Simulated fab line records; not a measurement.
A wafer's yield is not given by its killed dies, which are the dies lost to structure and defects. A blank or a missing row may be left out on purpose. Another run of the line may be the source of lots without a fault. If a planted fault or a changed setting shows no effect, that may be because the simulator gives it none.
Split-lot trial    flow n5 finfet    39 wafers read across 7 lots, on a route 1938 steps long

== SPLIT DETAILS ==
At N5_BEOL_M8_TRENCH_ETCH_37 (etches SiCOH lowk in C4F6/O2, target depth 93.478 nm, time 31.2 s), the setting target depth a was moved away from the recipe's 934.78 angstrom on 9 of the 39 wafers read, by -27.4% to -26.0%. This setting was run at the recipe's value on the other wafers.

== FROM THE SPLIT TO THE READING: what the file shows between them, 11 steps ==
- N5_BEOL_M8_ETCH_41: etches SiCN in CH3F/O2, target depth 31.9 nm, time 57.8 s
- N5_BEOL_M8_STRIP_80: strips in N2/H2, time 10 s
- N5_BEOL_M8_OCD_MEAS_38
- N5_BEOL_M8_HM_STRIP_39: strips TiN in peroxide tin strip, target depth 25 nm, time 158 s
- N5_BEOL_M8_SRD_40: time 30 s
- N5_BEOL_M8_ECD_50: material Cu, target thk 300 nm
- N5_BEOL_M8_ANNEAL_51: time 90 s
- N5_BEOL_M8_CMP_52: polishes, stops on SiCOH lowk, t overpolish 6.9 s, target thk 80 nm
- N5_BEOL_M8_THK_MEAS_53: measures by xrf
- N5_BEOL_M8_PRE_CLEAN_55: time 15 s
- N5_BEOL_M8_DEP_56: deposits SiCN from 3MS/NH3, target thk 10 nm, time 17.5 s

== THE READING ==
M8_RS (ohm/sq), read at N5_BEOL_M8_RS_MEAS_57 with a four-point probe. Typical for fault-free wafers on this fab line: 0.280 ohm/sq, with standard deviation 0.011 ohm/sq.

wafer   tool, chamber at the split  target depth a as run, angstrom  against the recipe  M8_RS, ohm/sq  against lot-mates on the recipe
L077.1  rie diel-05, 1              934.78                           recipe              0.284          -
L077.2  rie diel-05, 2              934.78                           recipe              0.272          -
L077.3  rie diel-05, 3              934.78                           recipe              0.265          -
L077.4  rie diel-05, 0              934.78                           recipe              0.291          -
L077.5  rie diel-05, 3              934.78                           recipe              0.271          -
L077.6  rie diel-05, 0              934.78                           recipe              0.286          -
L079.1  rie diel-01, 0              934.78                           recipe              0.278          -
L079.3  rie diel-01, 3              934.78                           recipe              0.285          -
L079.4  rie diel-01, 1              934.78                           recipe              0.296          -
L087.1  rie diel-03, 3              691.6                            -26.0%              0.425          +0.144
L087.2  rie diel-03, 2              934.78                           recipe              0.290          -
L087.3  rie diel-03, 2              691.6                            -26.0%              0.441          +0.160
L087.4  rie diel-03, 3              934.78                           recipe              0.273          -
L087.5  rie diel-03, 3              691.6                            -26.0%              0.424          +0.143
L087.6  rie diel-03, 2              934.78                           recipe              0.280          -
L091.1  rie diel-01, 1              934.78                           recipe              0.303          -
L091.2  rie diel-01, 2              934.78                           recipe              0.276          -
L091.3  rie diel-01, 0              678.6                            -27.4%              0.469          +0.184
L091.4  rie diel-01, 0              934.78                           recipe              0.276          -
L091.5  rie diel-01, 2              678.6                            -27.4%              0.443          +0.158
L091.6  rie diel-01, 1              678.6                            -27.4%              0.463          +0.178
L092.1  rie diel-01, 1              934.78                           recipe              0.319          -
L092.2  rie diel-01, 2              934.78                           recipe              0.273          -
L092.3  rie diel-01, 3              934.78                           recipe              0.290          -
L092.4  rie diel-01, 1              934.78                           recipe              0.308          -
L092.5  rie diel-01, 3              934.78                           recipe              0.293          -
L092.6  rie diel-01, 2              934.78                           recipe              0.279          -
L094.1  rie diel-03, 3              934.78                           recipe              0.278          -
L094.2  rie diel-03, 2              690.3                            -26.2%              0.448          +0.170
L094.3  rie diel-03, 1              934.78                           recipe              0.276          -
L094.4  rie diel-03, 0              934.78                           recipe              0.281          -
L094.5  rie diel-03, 3              690.3                            -26.2%              0.422          +0.144
L094.6  rie diel-03, 0              690.3                            -26.2%              0.430          +0.152
L095.1  rie diel-03, 2              934.78                           recipe              0.290          -
L095.2  rie diel-03, 3              934.78                           recipe              0.277          -
L095.3  rie diel-03, 0              934.78                           recipe              0.287          -
L095.4  rie diel-03, 3              934.78                           recipe              0.276          -
L095.5  rie diel-03, 0              934.78                           recipe              0.284          -
L095.6  rie diel-03, 2              934.78                           recipe              0.290          -

FIT RESULTS
A straight line over all 39 wafers: M8_RS changes by -0.0059 ohm/sq for each +1% of target depth a; r = -0.98; the points scatter about the line by 0.012 ohm/sq.
The same after taking each lot's own level away (the mean of its wafers on the recipe; 39 wafers): -0.00601 ohm/sq for each +1%; r = -0.99; scatter 0.011 ohm/sq.
That fit puts the effect of the largest move of target depth a on the reading at 0.16 ohm/sq.
From 0.2782 to 0.2937 ohm/sq: that is the span of the lots' own levels, equal to 1.4 times the standard deviation above.
Consequently the slope shifts little with the lot-to-lot level, the two slopes agreeing.
Check: for one of the wafers moved furthest among these (-27.4%), held out of the fit, the line's prediction against its lot-mates is +0.162 ohm/sq. Against them it came out at +0.184 ohm/sq.

== THE WHOLE CHAIN: every reading that the file lists as answering this split, in the file's order ==
step                       what it does                                                         reading                                                                       change (the file's fit)                r (the file's)
N5_BEOL_M8_TRENCH_ETCH_37  etches SiCOH lowk in C4F6/O2, target depth 93.478 nm, time 31.2 s    BEOL_M8.feature depth nm (the simulator's own value, which no gauge read)     +0.954 nm for each +1% of the setting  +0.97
N5_BEOL_M8_TRENCH_ETCH_37  etches SiCOH lowk in C4F6/O2, target depth 93.478 nm, time 31.2 s    etch.depth nm (the simulator's own value, which no gauge read)                +0.953 nm for each +1% of the setting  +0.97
N5_BEOL_M8_OCD_MEAS_38                                                                          trench depth nm                                                               +0.949 nm for each +1% of the setting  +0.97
N5_BEOL_M8_CMP_52          polishes, stops on SiCOH lowk, t overpolish 6.9 s, target thk 80 nm  Cu_of_BEOL_M8_ECD_50.thk nm (the simulator's own value, which no gauge read)  +0.951 nm for each +1% of the setting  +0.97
N5_BEOL_M8_THK_MEAS_53     measures by xrf                                                      M8_THK                                                                        +0.945 for each +1% of the setting     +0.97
N5_BEOL_M8_RS_MEAS_57      measures by four-point-probe                                         M8_RS                                                                         -0.006 for each +1% of the setting     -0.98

== THE FILE'S OWN FIT ==
M8_RS changes by -0.006 ohm/sq for each +1% of target depth a, r = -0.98.
